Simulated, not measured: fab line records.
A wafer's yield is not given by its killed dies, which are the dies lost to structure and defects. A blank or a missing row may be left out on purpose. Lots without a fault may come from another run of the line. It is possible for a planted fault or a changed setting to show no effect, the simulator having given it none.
fab line records	flow n5_finfet
record: lots: 24	wafers: 72	last_day: 17
route steps=1938 shown BEOL_M11@1536
lots that met no fault: taken from a fault-free run of the same line
start_h: the number of hours between the record's first day and the start of the first shown wafer of the lot	wait_h: how many hours have passed since the lot's step before this one	" the same as in the row above	L1.1+2: a row that stands for several wafers	- no value, or no start given	* or withheld: withheld	< > ~ a bound
route shown NAME@n: names a module that has steps shown in the file, with the first one's number in the route	usual: mean and standard deviation over wafers with no fault	same: alike in all rows	chamber/n: place in a boat	sites: each site's reading	_std_site: their standard deviation	_edge_site: mean of outer sites minus mean of inner sites	radius_mm: how far each site lies from the wafer's centre	mask NAME#n: copy n	behind: tool/chamber where the wafer was last shaped	hold: the reason the lot was held/the length of the hold in hours/how it ended	device: transistor that didn't switch, given as n, p or np	end of line: the route-end tests of the same wafers	for a step that has no rows: nothing shown but its recipe	killed: dies that structure and defects cost at the first sort, which is not the same as the wafer's yield	map: per-die view of a wafer (x killed, . not killed, _ where there is no die)
set.NAME: the run value of the setting; set.NAME@STEP: its run value at that earlier step	model.NAME: the simulator's own value behind a step, which no gauge read
route steps across a sampled set of lots; one table per step, one row per wafer
services: the hour from which a tool's chamber was out of use, counted from the record's first day as start_h (under 0 if before that day), plus the number of hours and why
== steps ==
step: N5_BEOL_M11_ILD_DEP_00
recipe: material: SiCOH_lowk	target_thk_a: 3085.1	temp_c: 300	precursor: DEMS/porogen	pressure_torr: 5	rf_w: 500	time_s: 58
usual: heater_power_w: 308/60	showerhead_plenum_p_Torr: 5.740/0.011	throttle_valve_pct: 14.0/0.7
lot.wafer	tool	chamber	start_h	wait_h	heater_power_w	showerhead_plenum_p_Torr	throttle_valve_pct
L075.3	pecvd-01	2	212.04	0.0	334	5.738	13.2
L075.4	"	0	"	"	357	5.738	14.2
L075.6	"	2	"	"	331	5.737	13.2
L074.1	pecvd-02	1	219.69	0.0	275	5.744	14.4
L074.2	"	0	"	"	397	5.758	14.7
L074.4	"	1	"	"	284	5.734	14.6
L077.4	pecvd-02	0	232.18	0.1	429	5.737	14.5
L077.5	"	1	"	"	289	5.754	14.5
L077.6	"	2	"	"	364	5.718	13.6
L076.2	pecvd-03	0	232.45	0.0	235	5.739	13.5
L076.3	"	1	"	"	220	5.752	14.0
L076.5	"	1	"	"	224	5.731	14.2
L079.2	pecvd-01	2	239.96	0.0	318	5.746	13.6
L079.3	"	1	"	"	286	5.746	15.0
L079.6	"	2	"	"	316	5.750	13.2
L078.1	pecvd-03	1	244.68	0.0	256	5.726	14.1
L078.2	"	2	"	"	276	5.742	12.4
L078.6	"	1	"	"	264	5.754	14.0
L080.2	pecvd-02	1	248.21	0.0	272	5.736	14.5
L080.3	"	2	"	"	370	5.715	13.7
L080.6	"	0	"	"	442	5.746	14.3
L081.2	pecvd-01	0	250.16	0.0	314	5.742	14.4
L081.5	"	0	"	"	337	5.746	14.4
L081.6	"	2	"	"	326	5.746	13.0
L082.1	pecvd-01	2	264.79	0.0	298	5.752	13.3
L082.3	"	0	"	"	307	5.762	14.6
L082.4	"	2	"	"	313	5.746	13.5
L083.1	pecvd-03	1	265.92	0.0	253	5.753	14.4
L083.2	"	2	"	"	261	5.721	12.9
L083.4	"	2	"	"	264	5.752	12.7
L084.2	pecvd-01	0	282.06	0.0	327	5.740	14.4
L084.3	"	2	"	"	343	5.757	13.3
L084.6	"	0	"	"	327	5.735	14.4
L086.2	pecvd-02	2	300.63	0.0	341	5.725	13.7
L086.4	"	0	"	"	365	5.742	14.9
L086.6	"	2	"	"	349	5.732	13.9
L087.3	pecvd-03	1	301.00	0.0	264	5.731	14.3
L087.5	"	1	"	"	254	5.741	14.3
L087.6	"	0	"	"	279	5.752	13.5
L085.1	pecvd-01	0	302.34	0.0	325	5.749	14.6
L085.3	"	0	"	"	333	5.749	14.8
L085.4	"	1	"	"	304	5.746	15.2
L089.3	pecvd-02	1	317.78	0.0	270	5.742	14.4
L089.4	"	1	"	"	270	5.755	14.5
L089.6	"	0	"	"	421	5.742	15.0
L088.1	pecvd-02	2	318.07	0.0	372	5.719	14.0
L088.5	"	1	"	"	308	5.756	14.7
L088.6	"	2	"	"	370	5.710	13.9
L091.1	pecvd-01	0	319.32	0.0	333	5.744	14.5
L091.2	"	2	"	"	331	5.764	12.9
L091.6	"	1	"	"	286	5.750	15.2
L090.2	pecvd-03	1	319.84	0.0	244	5.729	14.0
L090.4	"	0	"	"	256	5.730	13.5
L090.5	"	2	"	"	239	5.724	12.8
L093.1	pecvd-01	0	325.15	0.0	342	5.745	14.5
L093.3	"	2	"	"	332	5.730	13.3
L093.4	"	0	"	"	349	5.742	14.4
L092.1	pecvd-03	2	326.73	0.0	264	5.735	12.9
L092.4	"	0	"	"	277	5.739	13.6
L092.6	"	1	"	"	196	5.736	14.2
L094.2	pecvd-03	0	327.15	0.0	216	5.744	13.4
L094.3	"	2	"	"	225	5.739	12.8
L094.5	"	1	"	"	261	5.743	13.8
L095.4	pecvd-03	2	353.96	0.1	237	5.735	12.8
L095.5	"	1	"	"	232	5.724	14.1
L095.6	"	0	"	"	266	5.738	13.2
L096.4	pecvd-02	0	357.44	0.1	381	5.747	15.0
L096.5	"	2	"	"	360	5.725	13.9
L096.6	"	0	"	"	396	5.746	15.1
L097.1	pecvd-02	1	369.97	0.0	300	5.731	14.3
L097.4	"	2	"	"	378	5.728	13.9
L097.5	"	1	"	"	304	5.747	14.8
step: N5_BEOL_M11_CD_MEAS_11
recipe: target_cd_nm: 64.1	landing_energy_ev: 500	detector: se_inlens	polarity: opening
usual: cd_nm: 64.0/0.58
lot.wafer	tool	chamber	start_h	wait_h	cd_nm
L075.3	cd_sem-01	0	213.64	-	64.9
L075.4	"	0	"	"	64.9
L075.6	"	0	"	"	64.1
L074.1	cd_sem-03	0	221.59	-	63.9
L074.2	"	0	"	"	63.6
L074.4	"	0	"	"	64.6
L077.4	cd_sem-02	0	234.39	-	64.2
L077.5	"	0	"	"	64.6
L077.6	"	0	"	"	63.9
L076.2	cd_sem-03	0	234.61	-	63.4
L076.3	"	0	"	"	64.5
L076.5	"	0	"	"	63.8
L079.2	cd_sem-02	0	242.58	-	63.0
L079.3	"	0	"	"	63.5
L079.6	"	0	"	"	63.2
L078.1	cd_sem-03	0	246.40	-	64.3
L078.2	"	0	"	"	64.4
L078.6	"	0	"	"	64.3
L080.2	cd_sem-03	0	249.55	-	62.6
L080.3	"	0	"	"	63.8
L080.6	"	0	"	"	63.4
L081.2	cd_sem-01	0	252.12	-	64.7
L081.5	"	0	"	"	62.8
L081.6	"	0	"	"	63.6
L082.1	cd_sem-03	0	267.62	-	63.6
L082.3	"	0	"	"	63.4
L082.4	"	0	"	"	63.5
L083.1	cd_sem-03	0	268.06	-	63.0
L083.2	"	0	"	"	62.7
L083.4	"	0	"	"	63.7
L084.2	cd_sem-01	0	286.37	-	63.5
L084.3	"	0	"	"	63.9
L084.6	"	0	"	"	63.8
L086.2	cd_sem-01	0	302.28	-	63.8
L086.4	"	0	"	"	63.9
L086.6	"	0	"	"	63.1
L087.3	cd_sem-01	0	302.58	-	64.7
L087.5	"	0	"	"	65.1
L087.6	"	0	"	"	65.6
L085.1	cd_sem-01	0	303.57	-	64.9
L085.3	"	0	"	"	63.7
L085.4	"	0	"	"	64.0
L089.3	cd_sem-02	0	319.10	-	64.0
L089.4	"	0	"	"	64.6
L089.6	"	0	"	"	64.2
L088.1	cd_sem-02	0	319.26	-	64.4
L088.5	"	0	"	"	64.1
L088.6	"	0	"	"	63.6
L091.1	cd_sem-03	0	323.11	-	63.2
L091.2	"	0	"	"	63.7
L091.6	"	0	"	"	63.9
L090.2	cd_sem-03	0	323.27	-	64.4
L090.4	"	0	"	"	63.9
L090.5	"	0	"	"	64.3
L093.1	cd_sem-01	0	326.47	-	63.2
L093.3	"	0	"	"	64.1
L093.4	"	0	"	"	64.7
L092.1	cd_sem-03	0	331.22	-	64.6
L092.4	"	0	"	"	63.3
L092.6	"	0	"	"	65.3
L094.2	cd_sem-02	0	331.64	-	63.5
L094.3	"	0	"	"	63.3
L094.5	"	0	"	"	64.0
L095.4	cd_sem-02	0	355.38	-	64.2
L095.5	"	0	"	"	64.0
L095.6	"	0	"	"	64.1
L096.4	cd_sem-01	0	359.26	-	63.9
L096.5	"	0	"	"	64.1
L096.6	"	0	"	"	64.8
L097.1	cd_sem-03	0	372.69	-	64.4
L097.4	"	0	"	"	64.3
L097.5	"	0	"	"	64.7
step: N5_BEOL_M11_INSPECT_30
recipe: mode: adi	inspect_instrument: brightfield
usual: raw_defect_count: 415/88
lot.wafer	tool	chamber	start_h	wait_h	raw_defect_count
L075.3	defect_inspect-02	-	214.89	0.0	352
L075.4	"	-	"	"	456
L075.6	"	-	"	"	382
L074.1	defect_inspect-02	-	223.23	0.0	458
L074.2	"	-	"	"	452
L074.4	"	-	"	"	377
L077.4	defect_inspect-01	-	235.33	0.0	242
L077.5	"	-	"	"	294
L077.6	"	-	"	"	298
L076.2	defect_inspect-01	-	238.18	0.0	385
L076.3	"	-	"	"	431
L076.5	"	-	"	"	531
L079.2	defect_inspect-01	-	244.99	0.0	314
L079.3	"	-	"	"	416
L079.6	"	-	"	"	309
L078.1	defect_inspect-02	-	247.87	0.0	447
L078.2	"	-	"	"	377
L078.6	"	-	"	"	357
L080.2	defect_inspect-01	-	250.69	0.0	596
L080.3	"	-	"	"	389
L080.6	"	-	"	"	415
L081.2	defect_inspect-01	-	254.39	0.0	430
L081.5	"	-	"	"	343
L081.6	"	-	"	"	418
L082.1	defect_inspect-02	-	268.50	0.0	370
L082.3	"	-	"	"	388
L082.4	"	-	"	"	325
L083.1	defect_inspect-02	-	269.07	0.0	461
L083.2	"	-	"	"	401
L083.4	"	-	"	"	446
L084.2	defect_inspect-01	-	288.82	0.0	587
L084.3	"	-	"	"	557
L084.6	"	-	"	"	613
L086.2	defect_inspect-01	-	304.28	0.0	505
L086.4	"	-	"	"	584
L086.6	"	-	"	"	572
L087.3	defect_inspect-02	-	304.45	0.0	401
L087.5	"	-	"	"	346
L087.6	"	-	"	"	253
L085.1	defect_inspect-02	-	306.83	0.0	361
L085.3	"	-	"	"	322
L085.4	"	-	"	"	468
L088.1	defect_inspect-01	-	321.87	0.0	365
L088.5	"	-	"	"	409
L088.6	"	-	"	"	521
L089.3	defect_inspect-02	-	322.04	0.0	456
L089.4	"	-	"	"	384
L089.6	"	-	"	"	367
L091.1	defect_inspect-01	-	324.99	0.0	463
L091.2	"	-	"	"	617
L091.6	"	-	"	"	434
L090.2	defect_inspect-02	-	325.16	0.0	372
L090.4	"	-	"	"	479
L090.5	"	-	"	"	313
L093.1	defect_inspect-01	-	330.25	0.0	369
L093.3	"	-	"	"	423
L093.4	"	-	"	"	359
L092.1	defect_inspect-01	-	332.33	0.0	328
L092.4	"	-	"	"	323
L092.6	"	-	"	"	412
L094.2	defect_inspect-02	-	334.36	0.0	437
L094.3	"	-	"	"	336
L094.5	"	-	"	"	426
L095.4	defect_inspect-01	-	357.49	0.0	330
L095.5	"	-	"	"	370
L095.6	"	-	"	"	383
L096.4	defect_inspect-01	-	360.40	0.0	751
L096.5	"	-	"	"	528
L096.6	"	-	"	"	456
L097.1	defect_inspect-01	-	373.81	0.0	412
L097.4	"	-	"	"	461
L097.5	"	-	"	"	498
step: N5_BEOL_M11_ETCH_66
recipe: chemistry: N2/H2	target: SOC	target_depth_a: 1200	overetch_a: 240	mask_material: SiARC	temp_c: 40	time_s: 180	ion_energy_ev: 200	pressure_mtorr: 30	source_w: 840	bias_w: 150	n2_flow_sccm: 200	h2_flow_sccm: 200
usual: bias_w: 150.0/0.46	drypump_motor_current_A: 5.5/0.35	oes_product_au: 0.65/0.082	rf_vpp_V: 524.8/1.9	showerhead_plenum_p_Torr: 2.57/0.064	temp_c: 40.00/0.12	throttle_valve_pct: 17.81/0.29
lot.wafer	tool	chamber	start_h	wait_h	bias_w	drypump_motor_current_A	oes_product_au	rf_hours_counter_h	rf_vpp_V	showerhead_plenum_p_Torr	temp_c	throttle_valve_pct
L075.3	rie_diel-06	0	215.01	0.0	150.5	5.4	0.59	168	525.6	2.65	39.88	17.90
L075.4	"	3	"	"	150.3	4.9	0.56	230	520.2	2.39	40.02	18.16
L075.6	"	1	"	"	150.1	6.0	0.56	-	527.1	2.63	39.89	18.23
L074.1	rie_diel-01	2	224.02	0.0	149.9	5.9	0.58	222	522.6	2.51	39.80	18.30
L074.2	"	1	"	"	149.8	5.5	0.60	172	526.2	2.63	40.06	17.90
L074.4	"	3	"	"	149.9	5.2	0.56	238	522.4	2.51	40.02	18.07
L077.4	rie_diel-02	1	235.58	0.0	149.8	5.9	0.57	228	523.4	2.50	39.84	17.66
L077.5	"	2	"	"	150.5	5.6	0.76	-	525.4	2.57	40.13	17.23
L077.6	"	3	"	"	149.9	5.8	0.56	-	522.1	2.50	40.06	18.21
L076.2	rie_diel-02	2	238.30	0.0	149.8	5.7	0.77	10	526.3	2.57	39.88	17.23
L076.3	"	1	"	"	150.2	5.9	0.57	229	523.3	2.50	40.18	17.67
L076.5	"	1	"	"	149.9	5.9	0.57	-	522.5	2.50	40.03	17.66
L079.2	rie_diel-02	0	245.11	0.0	149.9	5.8	0.69	62	526.0	2.55	39.99	17.47
L079.3	"	1	"	"	149.9	5.9	0.57	231	523.1	2.50	40.11	17.66
L079.6	"	0	"	"	150.7	5.8	0.68	-	525.8	2.55	40.04	17.48
L078.1	rie_diel-01	3	247.99	0.0	150.1	5.2	0.56	247	522.9	2.50	39.79	18.07
L078.2	"	1	"	"	150.6	5.5	0.59	180	526.2	2.63	40.16	17.92
L078.6	"	3	"	"	149.7	5.2	0.55	-	523.4	2.50	39.80	18.06
L080.2	rie_diel-06	2	250.81	0.0	150.2	5.0	0.67	81	524.6	2.56	39.78	17.69
L080.3	"	0	"	"	150.2	5.4	0.58	178	527.3	2.65	40.14	17.92
L080.6	"	1	"	"	149.8	5.9	0.55	-	525.8	2.62	40.09	18.24
L081.2	rie_diel-06	2	254.51	0.0	149.4	5.0	0.67	83	526.1	2.56	39.90	17.70
L081.5	"	1	"	"	151.0	6.0	0.55	-	524.0	2.62	39.94	18.24
L081.6	"	0	"	"	150.4	5.4	0.58	-	526.9	2.65	40.11	17.91
L082.1	rie_diel-01	1	268.62	0.0	149.6	5.5	0.60	188	527.2	2.63	40.04	17.92
L082.3	"	3	"	"	149.8	5.2	0.56	255	523.0	2.50	40.12	18.09
L082.4	"	3	"	"	149.5	5.2	0.55	-	521.1	2.50	40.06	18.09
L083.1	rie_diel-01	1	269.19	0.0	150.1	5.5	0.58	188	526.0	2.63	39.96	17.95
L083.2	"	2	"	"	149.9	5.9	0.57	239	524.0	2.50	39.92	18.34
L083.4	"	3	"	"	149.7	5.2	0.55	-	524.8	2.50	39.75	18.09
L084.2	rie_diel-06	0	288.94	0.0	149.2	5.4	0.58	191	526.9	2.64	39.84	17.92
L084.3	"	2	"	"	149.6	5.0	0.66	94	523.7	2.56	39.97	17.71
L084.6	"	1	"	"	150.1	6.0	0.54	-	525.0	2.62	39.72	18.26
L086.2	rie_diel-06	2	304.42	0.0	149.2	5.1	0.66	101	524.6	2.56	40.09	17.75
L086.4	"	0	"	"	149.3	5.3	0.57	-	527.6	2.64	39.94	17.95
L086.6	"	3	"	"	150.1	4.9	0.79	-	528.2	2.69	39.90	17.76
L087.3	rie_diel-01	0	304.57	0.0	149.6	5.3	0.67	66	523.3	2.56	39.99	17.89
L087.5	"	3	"	"	149.1	5.2	0.78	-	522.5	2.50	40.22	17.72
L087.6	"	1	"	"	149.8	5.5	0.58	-	524.3	2.62	39.97	17.95
L085.1	rie_diel-02	0	306.99	0.0	150.2	5.8	0.66	81	524.3	2.54	40.05	17.51
L085.3	"	2	"	"	149.9	5.6	0.72	31	525.4	2.56	40.20	17.28
L085.4	"	2	"	"	150.4	5.6	0.73	-	524.8	2.56	39.98	17.29
L088.1	rie_diel-01	3	321.99	0.0	149.9	5.2	0.76	9	522.9	2.49	40.03	17.72
L088.5	"	1	"	"	150.6	5.5	0.58	-	527.5	2.62	40.04	17.96
L088.6	"	0	"	"	150.0	5.3	0.66	-	524.6	2.55	39.79	17.90
L089.3	rie_diel-06	0	322.16	0.0	149.9	5.3	0.57	203	526.3	2.64	39.96	17.96
L089.4	"	3	"	"	150.4	4.9	0.77	8	528.5	2.69	40.22	17.77
L089.6	"	0	"	"	150.2	5.4	0.57	-	526.8	2.64	39.99	17.94
L091.1	rie_diel-02	1	325.11	0.0	149.6	5.9	0.78	0	522.6	2.49	40.24	17.26
L091.2	"	0	"	"	150.6	5.8	0.66	88	523.8	2.54	40.23	17.53
L091.6	"	0	"	"	150.1	5.8	0.65	-	523.9	2.54	40.24	17.53
L090.2	rie_diel-01	0	325.56	0.0	149.6	5.3	0.65	73	525.0	2.55	39.99	17.89
L090.4	"	2	"	"	149.3	5.9	0.80	1	522.4	2.50	40.15	17.94
L090.5	"	0	"	"	150.3	5.3	0.66	-	525.5	2.55	39.92	17.89
L093.1	rie_diel-02	2	330.37	0.0	149.7	5.6	0.71	40	525.4	2.56	40.13	17.30
L093.3	"	1	"	"	149.6	5.9	0.77	3	521.6	2.49	39.83	17.27
L093.4	"	2	"	"	149.9	5.6	0.71	-	525.1	2.56	40.14	17.30
L092.1	rie_diel-06	0	332.45	0.0	150.2	5.3	0.57	207	527.7	2.64	39.95	17.97
L092.4	"	3	"	"	150.1	4.9	0.76	12	529.2	2.69	39.86	17.80
L092.6	"	1	"	"	151.0	6.0	0.76	-	526.3	2.61	39.97	17.82
L094.2	rie_diel-06	3	334.74	0.0	149.2	4.9	0.77	13	528.5	2.69	40.04	17.79
L094.3	"	0	"	"	150.3	5.4	0.57	207	527.3	2.64	40.00	17.97
L094.5	"	1	"	"	149.8	6.0	0.76	-	525.6	2.61	40.03	17.83
L095.4	rie_diel-02	2	357.69	0.1	149.9	5.7	0.70	-	524.2	2.55	39.91	17.32
L095.5	"	0	"	"	148.6	5.8	0.65	-	524.1	2.54	39.93	17.52
L095.6	"	3	"	"	150.6	5.8	0.73	-	521.0	2.49	39.98	17.81
L096.4	rie_diel-06	1	360.82	0.0	149.6	6.0	0.74	14	526.1	2.61	40.15	17.82
L096.5	"	3	"	"	149.9	4.9	0.74	-	528.5	2.68	40.00	17.80
L096.6	"	2	"	"	150.4	5.1	0.64	-	525.5	2.55	39.88	17.77
L097.1	rie_diel-06	3	373.95	0.0	150.0	4.9	0.74	25	528.0	2.68	39.90	17.81
L097.4	"	1	"	"	150.8	6.0	0.74	17	525.3	2.61	39.97	17.82
L097.5	"	2	"	"	149.9	5.0	0.64	-	523.2	2.55	39.98	17.78
step: N5_BEOL_M11_CD_MEAS_35
recipe: target_cd_nm: 70	polarity: opening
usual: cd_nm: 70.0/0.66
lot.wafer	tool	chamber	start_h	wait_h	cd_nm
L075.3	cd_sem-01	-	215.57	0.0	70.4
L075.4	"	-	"	"	70.5
L075.6	"	-	"	"	70.4
L074.1	cd_sem-02	-	224.58	0.0	69.8
L074.2	"	-	"	"	69.2
L074.4	"	-	"	"	71.3
L077.4	cd_sem-02	-	236.15	0.0	69.7
L077.5	"	-	"	"	70.6
L077.6	"	-	"	"	69.4
L076.2	cd_sem-02	-	238.86	0.0	68.6
L076.3	"	-	"	"	70.5
L076.5	"	-	"	"	69.5
L079.2	cd_sem-03	-	245.68	0.0	68.8
L079.3	"	-	"	"	70.3
L079.6	"	-	"	"	68.9
L078.1	cd_sem-02	-	248.56	0.0	70.9
L078.2	"	-	"	"	69.6
L078.6	"	-	"	"	70.0
L080.2	cd_sem-02	-	251.38	0.0	69.5
L080.3	"	-	"	"	70.5
L080.6	"	-	"	"	69.8
L081.2	cd_sem-03	-	255.09	0.0	70.6
L081.5	"	-	"	"	69.3
L081.6	"	-	"	"	70.4
L082.1	cd_sem-01	-	269.19	0.0	69.6
L082.3	"	-	"	"	70.5
L082.4	"	-	"	"	69.8
L083.1	cd_sem-02	-	269.75	0.0	68.9
L083.2	"	-	"	"	69.3
L083.4	"	-	"	"	70.4
L084.2	cd_sem-03	-	289.51	0.0	70.3
L084.3	"	-	"	"	70.0
L084.6	"	-	"	"	69.9
L086.2	cd_sem-02	-	304.98	0.0	68.9
L086.4	"	-	"	"	70.6
L086.6	"	-	"	"	68.8
L087.3	cd_sem-02	-	305.16	0.0	71.1
L087.5	"	-	"	"	71.4
L087.6	"	-	"	"	71.3
L085.1	cd_sem-02	-	307.57	0.0	71.5
L085.3	"	-	"	"	70.3
L085.4	"	-	"	"	69.5
L088.1	cd_sem-02	-	322.55	0.0	70.2
L088.5	"	-	"	"	70.1
L088.6	"	-	"	"	69.7
L089.3	cd_sem-02	-	322.72	0.0	68.9
L089.4	"	-	"	"	70.3
L089.6	"	-	"	"	70.5
L091.1	cd_sem-02	-	325.67	0.0	69.0
L091.2	"	-	"	"	69.2
L091.6	"	-	"	"	69.4
L090.2	cd_sem-01	-	326.12	0.0	69.5
L090.4	"	-	"	"	70.9
L090.5	"	-	"	"	71.1
L093.1	cd_sem-02	-	330.96	0.0	69.9
L093.3	"	-	"	"	70.3
L093.4	"	-	"	"	71.1
L092.1	cd_sem-02	-	333.01	0.0	70.8
L092.4	"	-	"	"	69.4
L092.6	"	-	"	"	71.3
L094.2	cd_sem-03	-	335.31	0.0	70.2
L094.3	"	-	"	"	69.2
L094.5	"	-	"	"	69.1
L095.4	cd_sem-03	-	358.20	0.0	70.6
L095.5	"	-	"	"	69.7
L095.6	"	-	"	"	70.4
L096.4	cd_sem-03	-	361.39	0.0	69.8
L096.5	"	-	"	"	70.1
L096.6	"	-	"	"	70.7
L097.1	cd_sem-03	-	374.52	0.0	70.2
L097.4	"	-	"	"	70.4
L097.5	"	-	"	"	70.7
step: N5_BEOL_M11_INSPECT_58
recipe: inspect_instrument: darkfield	mode: post_dep
usual: raw_defect_count: 75/23
lot.wafer	tool	chamber	start_h	wait_h	raw_defect_count
L075.3	defect_inspect-02	-	218.95	0.0	80
L075.4	"	-	"	"	49
L075.6	"	-	"	"	92
L074.1	defect_inspect-02	-	227.49	0.0	68
L074.2	"	-	"	"	64
L074.4	"	-	"	"	83
L077.4	defect_inspect-01	-	240.18	0.0	56
L077.5	"	-	"	"	70
L077.6	"	-	"	"	50
L076.2	defect_inspect-01	-	241.48	0.0	98
L076.3	"	-	"	"	57
L076.5	"	-	"	"	47
L079.2	defect_inspect-02	-	247.95	0.0	40
L079.3	"	-	"	"	75
L079.6	"	-	"	"	83
L078.1	defect_inspect-02	-	252.23	0.0	88
L078.2	"	-	"	"	93
L078.6	"	-	"	"	78
L080.2	defect_inspect-01	-	255.79	0.0	71
L080.3	"	-	"	"	72
L080.6	"	-	"	"	122
L081.2	defect_inspect-01	-	257.67	0.0	96
L081.5	"	-	"	"	85
L081.6	"	-	"	"	72
L082.1	defect_inspect-02	-	273.23	0.0	58
L082.3	"	-	"	"	94
L082.4	"	-	"	"	67
L083.1	defect_inspect-02	-	273.67	0.0	52
L083.2	"	-	"	"	56
L083.4	"	-	"	"	97
L084.2	defect_inspect-02	-	292.55	0.0	106
L084.3	"	-	"	"	71
L084.6	"	-	"	"	89
L086.2	defect_inspect-02	-	308.10	0.0	132
L086.4	"	-	"	"	67
L086.6	"	-	"	"	100
L087.3	defect_inspect-01	-	308.82	0.0	95
L087.5	"	-	"	"	71
L087.6	"	-	"	"	101
L085.1	defect_inspect-02	-	309.81	0.0	102
L085.3	"	-	"	"	85
L085.4	"	-	"	"	77
L088.1	defect_inspect-02	-	325.01	0.0	89
L088.5	"	-	"	"	89
L088.6	"	-	"	"	143
L089.3	defect_inspect-02	-	325.28	0.0	39
L089.4	"	-	"	"	81
L089.6	"	-	"	"	70
L091.1	defect_inspect-02	-	327.69	0.0	34
L091.2	"	-	"	"	75
L091.6	"	-	"	"	60
L090.2	defect_inspect-02	-	331.22	0.0	71
L090.4	"	-	"	"	79
L090.5	"	-	"	"	58
L093.1	defect_inspect-02	-	334.19	0.0	80
L093.3	"	-	"	"	54
L093.4	"	-	"	"	54
L092.1	defect_inspect-01	-	336.63	0.0	68
L092.4	"	-	"	"	97
L092.6	"	-	"	"	96
L094.2	defect_inspect-01	-	338.46	0.0	103
L094.3	"	-	"	"	104
L094.5	"	-	"	"	65
L095.4	defect_inspect-01	-	360.44	0.0	58
L095.5	"	-	"	"	30
L095.6	"	-	"	"	43
L096.4	defect_inspect-01	-	365.55	0.0	66
L096.5	"	-	"	"	69
L096.6	"	-	"	"	93
L097.1	defect_inspect-01	-	377.87	0.0	34
L097.4	"	-	"	"	41
L097.5	"	-	"	"	49
== services ==
tool	chamber	start_h	hours	kind
rie_diel-02	2	196.07	-	clean
rie_diel-02	2	196.07	-	consumable_replace:focus_ring
pecvd-02	-	199.08	14.6	pm
rie_diel-01	2	220.13	3.2	repair
rie_diel-02	3	236.85	-	clean
rie_diel-02	3	236.85	-	consumable_replace:focus_ring
rie_diel-02	3	236.85	19.3	scheduled_down
rie_diel-02	3	236.85	19.3	vent_cycle
pecvd-01	1	246.46	25.7	repair
pecvd-03	-	250.52	2.8	pm
rie_diel-02	3	266.56	10.3	repair
rie_diel-06	3	276.06	-	clean
rie_diel-06	3	276.06	-	consumable_replace:focus_ring
rie_diel-06	3	276.06	-	consumable_replace:showerhead
pecvd-01	2	300.39	2.1	scheduled_down
rie_diel-06	1	301.49	-	clean
rie_diel-06	1	301.49	-	consumable_replace:focus_ring
rie_diel-06	1	301.49	12.5	scheduled_down
rie_diel-06	1	301.49	12.5	vent_cycle
rie_diel-02	3	320.24	22.2	repair
rie_diel-01	0	350.91	2.9	repair
rie_diel-06	2	352.76	1.7	repair
pecvd-02	1	356.37	5.5	scheduled_down
rie_diel-02	1	356.52	10.3	repair
== key ==
fault none
